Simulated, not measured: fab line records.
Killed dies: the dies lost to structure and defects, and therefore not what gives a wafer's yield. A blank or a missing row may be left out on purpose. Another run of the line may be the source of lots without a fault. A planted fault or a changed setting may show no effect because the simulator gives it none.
Lot-split experiment ; flow n5Finfet ; on a route of 1938 steps: 7 lots, 21 wafers read

== SPLIT DETAILS ==
At N5_DUMMY_GATE_COAT_28 (time 60 s, resist thk 10 nm), the setting spinRpm was moved away from the recipe's 1500 rpm on 9 of the 21 wafers read, by +3.5% to +9.6%. For the rest of the wafers, this setting stayed at what the recipe calls for.

Reading taken at the split's own step.

== THE READING ==
underlayer_of_DUMMY_GATE_COAT_28.thkNm (the simulator's own value, which no gauge read), in nm, at N5_DUMMY_GATE_COAT_28 (time 60 s, resist thk 10 nm). The file does not state a usual value for it. Average 10.0 nm, standard deviation 0.055 nm, over the 12 wafers here run with the recipe.

wafer;tool, chamber at the split;spinRpm as run, rpm;against the recipe;underlayer_of_DUMMY_GATE_COAT_28.thkNm, nm;against lot-mates on the recipe
L076.2;lithoTrack-05, 0;1500;recipe;10;-
L076.4;lithoTrack-05, 0;1500;recipe;10;-
L076.3;lithoTrack-05, 0;1591;+6.1%;9.6;-0.4
L078.2;lithoTrack-05, 0;1500;recipe;10;-
L078.5;lithoTrack-05, 0;1500;recipe;10;-
L078.3;lithoTrack-05, 0;1500;recipe;9.8;-
L080.1;lithoTrack-04, 0;1500;recipe;10;-
L080.2;lithoTrack-04, 0;1500;recipe;10;-
L080.3;lithoTrack-04, 0;1604;+6.9%;9.6;-0.4
L083.1;lithoTrack-02, 0;1644;+9.6%;9.6;no lot-mate on the recipe
L083.3;lithoTrack-02, 0;1644;+9.6%;9.6;no lot-mate on the recipe
L083.6;lithoTrack-02, 0;1644;+9.6%;9.6;no lot-mate on the recipe
L084.2;lithoTrack-05, 0;1500;recipe;10;-
L084.3;lithoTrack-05, 0;1643;+9.5%;9.4;-0.6
L084.4;lithoTrack-05, 0;1643;+9.5%;9.4;-0.6
L086.2;lithoTrack-04, 0;1500;recipe;10;-
L086.4;lithoTrack-04, 0;1500;recipe;10;-
L086.6;lithoTrack-04, 0;1500;recipe;10;-
L097.3;lithoTrack-04, 0;1553;+3.5%;9.8;-0.2
L097.5;lithoTrack-04, 0;1553;+3.5%;9.8;-0.2
L097.6;lithoTrack-04, 0;1500;recipe;10;-

FIT RESULTS
A straight line over all 21 wafers: underlayer_of_DUMMY_GATE_COAT_28.thkNm changes by -0.0496 nm for each +1% of spinRpm; r = -0.95; the points scatter about the line by 0.071 nm.
The same after taking each lot's own level away (the mean of its wafers on the recipe; 18 wafers): -0.0621 nm for each +1%; r = -0.98; scatter 0.043 nm.
Per that fit: largest spinRpm move, reading shift of 0.6 nm.
Across the lots, their own levels run from 9.93 to 10.00 nm, a range of 1.2 times the standard deviation given above.
So the slope is not independent of the lot-to-lot level: the two fits are not the same.
Check: -0.586 nm against its lot-mates is what the line predicts for one of the wafers moved furthest among these (+9.5%) when that wafer is left out of the fit. It came out at -0.6 nm against them.

== ADDITIONAL SPLITS CARRIED BY THESE WAFERS ==
Other splits were also applied to these wafers ahead of the reading. Each is held against what the fit with the lots' levels taken away leaves over:
other split on the same wafers;wafers away from the commonest value;r with underlayer_of_DUMMY_GATE_COAT_28.thkNm (lot level and that fit taken away)
N5_ZERO_LAYER_EXPOSE_08 doseMj;4;+0.04
N5_ZERO_LAYER_DESCUM_16 timeS;7;+0.08
N5_PMOS_HMC_CHANNEL_EPI_EXPOSE_06 doseMj;8;-0.07
N5_PMOS_HMC_CHANNEL_EPI_ETCH_32 biasW;5;+0.02
N5_FIN_SAQP_PECVD_06 timeS;8;-0.18
N5_FIN_SAQP_COAT_49 timeS;7;+0.00
N5_FIN_CUT_CUT_ETCH_26 sourceW;7;-0.05

== THE FILE'S OWN FIT ==
underlayer_of_DUMMY_GATE_COAT_28.thkNm changes by -0.0618 nm for each +1% of spinRpm, r = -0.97.
